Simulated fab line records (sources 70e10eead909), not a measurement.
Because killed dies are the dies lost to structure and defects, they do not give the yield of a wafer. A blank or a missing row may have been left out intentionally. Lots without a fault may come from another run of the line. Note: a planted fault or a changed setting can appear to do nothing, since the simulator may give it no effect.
Comparing a struck lot with a sound one / flow nand_harc / 35 steps out of a route of 1302
Sound: the wafers L779.2, L779.4, L779.6. Wafers struck: L788.2, L788.4, L788.5. The cause is given at the end.
Order at every step that has rows: each side's tool, ch and its chambers, its first start. Under that, the readings that differ: sound wafers / struck wafers / difference of the means / sigmas: that difference in standard deviations of wafers without a fault.
alike: a reading whose means differ by less than 2 such deviations, as well as words and numbers matching on both sides. not compared: withheld readings; readings where some wafer has no value; bounds like >300 that might hide an equal value; numbers whose values overlap and for which the record gives no deviation.
The two part at a step that has a row with sigmas, a row that says differs or no value, or rows on one side only. Numbers that have no deviation but don't overlap get no sigmas and don't part them. A reading missing from all wafers of one side parts the sides only when that side holds two or more wafers.

first, 7 steps without rows for these wafers: NHARC_P_STI_DEVELOP_08 (time 50 s); NHARC_P_STI_HARDBAKE_13 (time 65 s); NHARC_P_STI_DESCUM_14 (chemistry O2, time 3 s); NHARC_P_STI_ETCH_42 (etches the open film in N2/H2, target depth 80 nm, overetch 24 nm, time 61 s); NHARC_P_STI_ETCH_31 (etches the open film in CF4/CHF3, target depth 108.9 nm, time 54.5 s); NHARC_P_STI_ETCH_15 (etches the open film in HBr/Cl2, target depth 300 nm, time 100.1 s); NHARC_P_STI_STRIP_19 (strips in SPM, time 900 s).
NHARC_P_STI_PRECLEAN_32: cleans in SC1.
  sound on wet_bench-09 ch 0,2,6, day 5 08:01; struck on wet_bench-09 ch 0,1,6, day 9 03:39
then, 25 steps without rows for these wafers: NHARC_P_STI_SRD_23; NHARC_P_STI_OXIDE_33 (material SiO2, target thk 10 nm, ox time 281 s); NHARC_P_STI_HDPCVD_20 (deposits SiO2); NHARC_P_STI_ANNEAL_34 (time 1800 s); NHARC_P_STI_CMP_21 (polishes, t overpolish 20 s, target thk 380.67 nm); NHARC_P_STI_SRD_35; NHARC_P_STI_ETCH_36 (etches SiO2 in dHF, target depth 38.8 nm); NHARC_P_STI_STRIP_24 (strips Si3N4 in H3PO4); NHARC_P_STI_ETCH_37 (etches SiO2 in dHF, target depth 11 nm); NHARC_P_STI_PRECLEAN_38 (cleans in SC1); NHARC_P_STI_SRD_39; NHARC_P_STI_OXIDE_40 (material SiO2, target thk 10 nm, ox time 1362 s); NHARC_P_GATE_ETCH_69 (etches SiO2 in dHF, target depth 14 nm); NHARC_P_GATE_PRECLEAN_70 (cleans in SC1); NHARC_P_GATE_SRD_01; NHARC_P_GATE_OXIDE_02 (material SiO2, target thk 37.5 nm, ox time 365 s); NHARC_P_GATE_DEHYDRATE_03 (time 120 s); NHARC_P_GATE_HMDS_04 (time 30 s); NHARC_P_GATE_COAT_05; NHARC_P_GATE_SOFTBAKE_06 (time 95 s); NHARC_P_GATE_EBR_07; NHARC_P_GATE_EXPOSE_08 (exposes mask P HV); NHARC_P_GATE_PEB_09 (peb time 85 s); NHARC_P_GATE_DEVELOP_10 (time 70 s); NHARC_P_GATE_HARDBAKE_12 (time 80 s).
-- record jumps: 21 days between struck wafers' starts before vs after; left off in module P_GATE, resumes in module END, first step shown is number 1301 of the route --
NHARC_END_WLT_00:
  sound on prober-02, day 26 19:31; struck on prober-02, day 30 11:05
reading=VT_DECK1_BOTTOM; sound=0.868 0.873 0.872; struck=0.931 0.932 0.926; difference=+0.059; sigmas=+7
reading=VT_DECK1_BOTTOM_INNER; sound=0.876 0.878 0.871; struck=0.933 0.935 0.917; difference=+0.053; sigmas=+6
reading=VT_DECK1_MEDIAN_NEAR_BOTTOM; sound=0.874 0.874 0.873; struck=0.929 0.933 0.920; difference=+0.054; sigmas=+6
reading=VT_DECK1_MEDIAN_NEAR_BOTTOM_INNER; sound=0.871 0.874 0.878; struck=0.927 0.931 0.932; difference=+0.056; sigmas=+6
reading=VT_DECK1_MIDDLE; sound=0.879 0.882 0.885; struck=0.944 0.946 0.947; difference=+0.064; sigmas=+9
reading=VT_DECK1_MIDDLE_INNER; sound=0.887 0.883 0.898; struck=0.931 0.936 0.937; difference=+0.045; sigmas=+5
reading=VT_DECK1_TOP; sound=0.902 0.908 0.900; struck=0.951 0.952 0.956; difference=+0.050; sigmas=+7
reading=VT_DECK1_TOP_INNER; sound=0.901 0.899 0.899; struck=0.947 0.954 0.956; difference=+0.053; sigmas=+7
reading=VT_DECK2_BOTTOM; sound=0.867 0.879 0.879; struck=0.934 0.932 0.933; difference=+0.058; sigmas=+8
reading=VT_DECK2_BOTTOM_INNER; sound=0.874 0.877 0.873; struck=0.929 0.933 0.934; difference=+0.057; sigmas=+7
reading=VT_DECK2_MEDIAN_NEAR_BOTTOM; sound=0.872 0.873 0.878; struck=0.931 0.934 0.932; difference=+0.058; sigmas=+9
reading=VT_DECK2_MEDIAN_NEAR_BOTTOM_INNER; sound=0.875 0.877 0.872; struck=0.927 0.932 0.936; difference=+0.057; sigmas=+8
reading=VT_DECK2_MIDDLE; sound=0.878 0.880 0.888; struck=0.944 0.946 0.936; difference=+0.060; sigmas=+10
reading=VT_DECK2_MIDDLE_INNER; sound=0.888 0.884 0.888; struck=0.943 0.950 0.940; difference=+0.058; sigmas=+9
reading=VT_DECK2_TOP; sound=0.900 0.902 0.902; struck=0.960 0.956 0.960; difference=+0.057; sigmas=+9
reading=VT_DECK2_TOP_INNER; sound=0.897 0.893 0.901; struck=0.957 0.959 0.956; difference=+0.060; sigmas=+10
then, 1 step without rows for these wafers: NHARC_END_SORT_01.

== WHERE THEY PART ==
Only at NHARC_END_WLT_00, within this record.

WHY: what had been put in by the simulator
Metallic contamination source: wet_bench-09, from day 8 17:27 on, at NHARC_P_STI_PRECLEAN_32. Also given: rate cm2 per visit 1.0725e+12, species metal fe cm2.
